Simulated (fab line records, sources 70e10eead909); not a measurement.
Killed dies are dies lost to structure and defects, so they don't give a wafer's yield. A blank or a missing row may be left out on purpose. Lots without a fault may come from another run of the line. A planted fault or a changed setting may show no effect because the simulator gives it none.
Which tool did it? | flow nand_harc | 6 lots, 18 wafers sampled, at 3 steps of a route of 1302

WHAT THE GAUGES READ, wafer by wafer
NHARC_P_M1_CD_MEAS_09: target cd 130 nm.
lot  | measured     | on        | cd_nm (nm)
L888 | day 7 09:41  | cd_sem-01 | 130.5 130.7 131.1
L891 | day 8 12:10  | cd_sem-03 | 131.0 131.7 130.7
L893 | day 9 13:50  | cd_sem-01 | 129.3 129.6 130.5
L898 | day 11 14:24 | cd_sem-02 | 130.1 129.8 130.7
L905 | day 14 15:20 | cd_sem-03 | 130.6 129.8 129.5
L908 | day 15 17:11 | cd_sem-03 | 129.9 131.5 130.6

WHICH TOOL RAN EACH LOT (tool, then ch and the chambers of the sampled wafers, then the start)
lot  | NHARC_P_M0_DEGAS_28          | NHARC_P_M1_EXPOSE_06
L888 | pvd_sputter-02, day 7 06:32  | arfi_scanner-01 ch 0, day 7 09:33
L891 | pvd_sputter-01, day 8 09:13  | arfi_scanner-02 ch 0, day 8 12:02
L893 | pvd_sputter-01, day 9 10:52  | arfi_scanner-02 ch 0, day 9 13:42
L898 | pvd_sputter-02, day 11 11:25 | arfi_scanner-03 ch 0, day 11 14:16
L905 | pvd_sputter-02, day 14 12:22 | arfi_scanner-02 ch 0, day 14 15:13
L908 | pvd_sputter-02, day 15 14:14 | arfi_scanner-03 ch 0, day 15 17:02
- NHARC_P_M0_DEGAS_28: time 60 s.
- NHARC_P_M1_EXPOSE_06: exposes mask P M1, target cd 130 nm.

THE ANSWER, worked out from the rows above alone
Rule: what is usual is taken from the lots themselves. Put in order of their means at a reading, lots are off if they are a third of the lots or fewer, leave a main group of 4 or more, and stand apart from it by a gap of 3 or more times the standard deviation of the main group's means; of several such gaps the widest counts. A main group whose means are all the same, to the digits that the tables above print for the reading, isn't used. A lot without any number at a reading at which 4 lots or more have one is off too. The other lots that the step has rows for count as sound.
No lot is off at any reading shown: from this, nothing can be told.

WHAT THE SIMULATOR HAD PUT IN
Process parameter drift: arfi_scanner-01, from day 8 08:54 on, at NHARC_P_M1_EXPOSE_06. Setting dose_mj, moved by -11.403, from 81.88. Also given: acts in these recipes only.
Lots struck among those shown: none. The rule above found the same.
